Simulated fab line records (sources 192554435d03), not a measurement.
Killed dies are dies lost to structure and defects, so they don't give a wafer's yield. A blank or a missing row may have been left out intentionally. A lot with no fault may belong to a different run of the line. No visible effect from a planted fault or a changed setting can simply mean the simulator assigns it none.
Which tool did it? / flow n5-finfet / 11 lots, 32 wafers sampled, at 2 steps of a route of 1938

## WHAT EACH GAUGE READ, for each wafer
N5_MOL_CONTACT_COAG_OVL_MEAS_85. Usual: for VG_OVL the level is 0.2 nm and the standard deviation is 0.55.
lot=L369; measured=day 5 03:15; on=overlay-02; VG_OVL (nm)=0.2 0.0 0.6; flag=
lot=L371; measured=day 5 17:27; on=overlay-02; VG_OVL (nm)=-0.2 0.1 -0.6; flag=
lot=L375; measured=day 6 19:06; on=overlay-02; VG_OVL (nm)=0.5 0.6 0.3; flag=
lot=L379; measured=day 7 18:01; on=overlay-01; VG_OVL (nm)=0.0 -0.2; flag=
lot=L383; measured=day 8 15:05; on=overlay-01; VG_OVL (nm)=0.8 0.6 0.1; flag=
lot=L385; measured=day 9 02:52; on=overlay-02; VG_OVL (nm)=-0.1 0.8 -0.9; flag=
lot=L386; measured=day 9 06:57; on=overlay-01; VG_OVL (nm)=0.2 1.0 1.1; flag=
lot=L387; measured=day 9 15:20; on=overlay-02; VG_OVL (nm)=0.3 -0.6 -0.4; flag=
lot=L390; measured=day 10 06:59; on=overlay-01; VG_OVL (nm)=-0.3 0.1 0.2; flag=
lot=L391; measured=day 10 16:05; on=overlay-01; VG_OVL (nm)=0.4 1.6 1.0; flag=
lot=L392; measured=day 10 23:46; on=overlay-01; VG_OVL (nm)=0.6 0.4 -0.6; flag=

## WHICH TOOL RAN EACH LOT (tool, then ch and the chambers of the sampled wafers, then the start)
lot=L369; N5_MOL_CONTACT_COAG_ALD_27=ald-sin-02 ch 0,2,3, day 4 22:28
lot=L371; N5_MOL_CONTACT_COAG_ALD_27=ald-sin-02 ch 0,2, day 5 14:41
lot=L375; N5_MOL_CONTACT_COAG_ALD_27=ald-sin-02 ch 0,1,3, day 6 16:10
lot=L379; N5_MOL_CONTACT_COAG_ALD_27=ald-sin-03 ch 0,1, day 7 15:06
lot=L383; N5_MOL_CONTACT_COAG_ALD_27=ald-sin-03 ch 0,3, day 8 12:11
lot=L385; N5_MOL_CONTACT_COAG_ALD_27=ald-sin-02 ch 0,2,3, day 9 00:06
lot=L386; N5_MOL_CONTACT_COAG_ALD_27=ald-sin-01 ch 0,1, day 9 03:46
lot=L387; N5_MOL_CONTACT_COAG_ALD_27=ald-sin-03 ch 0,3, day 9 12:26
lot=L390; N5_MOL_CONTACT_COAG_ALD_27=ald-sin-02 ch 1,3, day 10 04:13
lot=L391; N5_MOL_CONTACT_COAG_ALD_27=ald-sin-02 ch 2,3, day 10 13:08
lot=L392; N5_MOL_CONTACT_COAG_ALD_27=ald-sin-01 ch 0,1,3, day 10 20:44
- N5_MOL_CONTACT_COAG_ALD_27: deposits SiOC, target thk 17 nm, pulse time 1.5 s, time 2720 s.

## WHAT THE TOOLS THEMSELVES READ (means of the sampled wafers that have a number; where no wafer has one, the mark that the record gives instead)
N5_MOL_CONTACT_COAG_ALD_27. Usual: heater-power-w 816 W, standard deviation 70; precursor-pulse-height-rel 1.000, standard deviation 0.019.
lot=L369; tool=ald-sin-02; heater-power-w (W)=767; precursor-pulse-height-rel=0.991; flag=
lot=L371; tool=ald-sin-02; heater-power-w (W)=767; precursor-pulse-height-rel=1.011; flag=
lot=L375; tool=ald-sin-02; heater-power-w (W)=772; precursor-pulse-height-rel=0.993; flag=
lot=L379; tool=ald-sin-03; heater-power-w (W)=807; precursor-pulse-height-rel=0.964; flag=
lot=L383; tool=ald-sin-03; heater-power-w (W)=751; precursor-pulse-height-rel=0.987; flag=
lot=L385; tool=ald-sin-02; heater-power-w (W)=770; precursor-pulse-height-rel=1.013; flag=
lot=L386; tool=ald-sin-01; heater-power-w (W)=805; precursor-pulse-height-rel=1.031; flag=
lot=L387; tool=ald-sin-03; heater-power-w (W)=741; precursor-pulse-height-rel=1.002; flag=
lot=L390; tool=ald-sin-02; heater-power-w (W)=819; precursor-pulse-height-rel=1.006; flag=
lot=L391; tool=ald-sin-02; heater-power-w (W)=816; precursor-pulse-height-rel=1.023; flag=
lot=L392; tool=ald-sin-01; heater-power-w (W)=866; precursor-pulse-height-rel=1.011; flag=

## THE ANSWER, worked out from the rows above alone
Rule: lot off if the mean of its wafers having a number is beyond 3 standard deviations from the usual mean. Also off: a lot with no number at a reading for which 4 or more lots have one. Any other lot the step has rows for is counted as sound. First the gauges in route order, then the tools' own readings, where a lot's mean is used as printed above. At the first step where some lot is off, the reading lying furthest off is the one used; lots without a number count as furthest.
No lot is off at any reading shown: from this, nothing can be told.

## WHAT HAD BEEN PUT IN BY THE SIMULATOR
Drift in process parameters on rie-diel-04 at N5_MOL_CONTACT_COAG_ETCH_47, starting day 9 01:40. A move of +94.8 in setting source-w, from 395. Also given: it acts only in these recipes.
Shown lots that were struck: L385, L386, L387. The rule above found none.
